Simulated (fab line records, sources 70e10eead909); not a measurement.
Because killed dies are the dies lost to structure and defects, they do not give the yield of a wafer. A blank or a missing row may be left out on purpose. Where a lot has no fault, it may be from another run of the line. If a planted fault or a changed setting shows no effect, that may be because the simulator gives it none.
3 desks looking at one fault + flow nand harc + each desk holds nothing but its own numbers, with what lay behind them at the end

DESK OF THE TOOL OWNER: litho track-06
The tool's own readings at NHARC_P_M2_PEB_07 (peb time 65 s): means of the sampled wafers that have a number, for each lot that ran on this tool. Any lot whose mean is over 4 standard deviations away from the usual mean is out of limits and marked OUT; that distance is given in the brackets.
Columns: A = chill plate temp C at NHARC_P_M2_PEB_07, usual 22.99 C; B = heater power total W at NHARC_P_M2_PEB_07, usual 156.6 W; C = plate temp C at NHARC_P_M2_PEB_07, usual 100.00 C
| lot  | first seen here | A     | B                | C                |
|------|-----------------|-------|------------------|------------------|
| L649 | day 7 11:08     | 22.96 | 156.5            | 99.98            |
| L651 | day 8 19:16     | 23.01 | 156.2            | 99.84            |
| L652 | day 8 20:04     | 22.88 | 156.0            | 100.11           |
| L655 | day 10 02:23    | 22.94 | 160.0 (+8.2) OUT | 101.76 (+14) OUT |
| L656 | day 10 17:38    | 22.97 | 160.3 (+8.7) OUT | 101.47 (+11) OUT |
Finding of this desk: L655, L656 out of limits; the first was L655 at day 10 02:23, on heater power total W at NHARC_P_M2_PEB_07. In limits: L649, L651, L652.

METROLOGY DESK
Means of the sampled wafers that have a number, per lot and without regard to the tool the lot ran on: this is what the gauges read. Any lot whose mean is over 4 standard deviations away from the usual mean is out of limits and marked OUT; that distance is given in the brackets.
Columns: A = cd nm at NHARC_P_M2_CD_MEAS_09, usual 170.2 nm
| lot  | first seen here | A               |
|------|-----------------|-----------------|
| L647 | day 7 00:59     | 169.8           |
| L648 | day 7 04:20     | 170.4           |
| L649 | day 7 11:13     | 170.0           |
| L650 | day 8 00:47     | 170.4           |
| L651 | day 8 19:21     | 170.3           |
| L652 | day 8 20:10     | 169.6           |
| L655 | day 10 02:28    | 175.0 (+11) OUT |
| L656 | day 10 17:43    | 175.7 (+13) OUT |
| L661 | day 12 08:47    | 170.0           |
| L665 | day 14 07:07    | 170.0           |
| L667 | day 14 18:16    | 170.5           |
| L668 | day 15 06:41    | 169.7           |
| L669 | day 15 21:22    | 170.7           |
Finding of this desk: L655, L656 out of limits; the first was L655 at day 10 02:28, on cd nm at NHARC_P_M2_CD_MEAS_09. In limits: L647, L648, L649, L650, L651, L652, L661, L665, L667, L668, L669.

THE DEFECT DESK
What the inspections along the route counted, lot by lot: means of the sampled wafers that have a number. Any lot whose mean is over 4 standard deviations away from the usual mean is out of limits and marked OUT; that distance is given in the brackets.
Columns: A = raw defect count at NHARC_P_M2_INSPECT_11, usual 4.6
| lot  | first seen here | A   |
|------|-----------------|-----|
| L647 | day 7 01:07     | 1.7 |
| L648 | day 7 04:28     | 3.7 |
| L649 | day 7 11:20     | 3.3 |
| L650 | day 8 00:55     | 4.3 |
| L651 | day 8 19:29     | 4.3 |
| L652 | day 8 20:17     | 1.3 |
| L655 | day 10 02:35    | 5.3 |
| L656 | day 10 17:50    | 3.0 |
| L661 | day 12 08:54    | 3.3 |
| L665 | day 14 07:14    | 4.0 |
| L667 | day 14 18:23    | 3.3 |
| L668 | day 15 06:49    | 7.0 |
| L669 | day 15 21:29    | 7.3 |
This desk's finding: nothing out of limits on any of the 13 lots.

ALL TOGETHER
On L655, L656, at day 10 02:23, an alarm was possible from the tool owner's desk.
L655, L656 would have let the metrology desk raise an alarm at day 10 02:28.
The defect desk saw nothing out of limits.
The defect desk has L655, L656 on record, within its limits.
NHARC_P_M2_PEB_07 was run on litho track-06 by each of the lots named.

WHAT THE SIMULATOR PUT IN
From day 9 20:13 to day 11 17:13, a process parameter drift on litho track-06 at NHARC_P_M2_PEB_07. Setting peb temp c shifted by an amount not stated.
Struck lots among those shown: L655, L656.
Hours from the fault's start to each desk's first reading out of limits: the tool owner's desk, 6; the metrology desk, 6.
